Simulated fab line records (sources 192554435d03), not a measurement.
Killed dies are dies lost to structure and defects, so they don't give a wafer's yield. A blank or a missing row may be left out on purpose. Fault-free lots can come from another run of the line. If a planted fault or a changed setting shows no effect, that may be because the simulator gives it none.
Lot-split experiment	flow n5_finfet	7 lots, 21 wafers read, on a route of 1938 steps

## SPLIT DETAILS
At N5_BEOL_M4_EXPOSE_25 (exposes mask V3, defocus 5 nm), the setting dose_mj was moved away from the recipe's 63 on 8 of the 21 wafers read, by -6.8% to +5.8%. The other wafers ran this setting at the recipe's value.

## FROM THE SPLIT TO THE READING: what the file shows between them, 2 steps
- N5_BEOL_M4_PEB_26: peb time 60 s
- N5_BEOL_M4_DEVELOP_27: develop time 30 s

## THE READING
cd_nm, in nm, at N5_BEOL_M4_CD_MEAS_28 (target cd 26.2 nm, target cd y 24.1 nm). A value of 26.08 nm with a standard deviation of 0.24 nm is what fault-free wafers of this fab line usually give.

wafer	tool, chamber at the split	dose_mj as run	against the recipe	cd_nm, nm	against lot-mates on the recipe
L075.1	euv_scanner-01, 0	63	recipe	26.15	-
L075.2	euv_scanner-01, 0	63	recipe	25.85	-
L075.5	euv_scanner-01, 0	63	recipe	26.43	-
L080.1	euv_scanner-02, 0	63	recipe	26.42	-
L080.5	euv_scanner-02, 0	58.81	-6.7%	25.09	-1.33
L080.6	euv_scanner-02, 0	58.81	-6.7%	24.83	-1.59
L082.1	euv_scanner-01, 0	63	recipe	25.74	-
L082.3	euv_scanner-01, 0	63	recipe	25.67	-
L082.4	euv_scanner-01, 0	61.46	-2.4%	25.11	-0.59
L084.1	euv_scanner-01, 0	63	recipe	26.23	-
L084.2	euv_scanner-01, 0	59.41	-5.7%	25.17	-1.06
L084.4	euv_scanner-01, 0	59.41	-5.7%	25.31	-0.92
L085.1	euv_scanner-01, 0	66.63	+5.8%	27.31	+1.15
L085.5	euv_scanner-01, 0	63	recipe	26.16	-
L085.6	euv_scanner-01, 0	66.63	+5.8%	27.16	+1.00
L089.3	euv_scanner-02, 0	63	recipe	25.90	-
L089.4	euv_scanner-02, 0	63	recipe	26.23	-
L089.6	euv_scanner-02, 0	63	recipe	25.77	-
L094.1	euv_scanner-01, 0	58.69	-6.8%	25.15	-1.09
L094.4	euv_scanner-01, 0	63	recipe	26.23	-
L094.6	euv_scanner-01, 0	63	recipe	26.24	-

THE FIT
A straight line over all 21 wafers: cd_nm changes by +0.172 nm for each +1% of dose_mj; r = +0.92; the points scatter about the line by 0.26 nm.
The same after taking each lot's own level away (the mean of its wafers on the recipe; 21 wafers): +0.19 nm for each +1%; r = +0.97; scatter 0.16 nm.
The reading moves by 1.3 nm for the largest change in dose_mj, on that fit.
Measured against the standard deviation above, the lots' own levels, which go from 25.705 to 26.420 nm, span 3.0 times it.
The two slopes agree, so the slope changes little with the lot-to-lot level.
Check: with one of the wafers moved furthest among these (-6.8%) left out of the fit, the line predicts -1.36 nm for it against its lot-mates. Against them it came out at -1.09 nm.

## THE OTHER SPLITS THESE WAFERS WENT THROUGH
Before the reading, these wafers also passed through other splits. Each is held against what the fit with the lots' levels taken away leaves over:
other split on the same wafers	wafers away from the commonest value	r with cd_nm (lot level and that fit taken away)
N5_BEOL_M2_EXPOSE_08 dose_mj	5	+0.21
N5_BEOL_M3_ETCH_70 source_w	10	+0.07
N5_BEOL_M3_ETCH_41 target_depth_a	6	+0.16

## FILE'S OWN FIT
cd_nm changes by +0.187 nm for each +1% of dose_mj, r = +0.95.
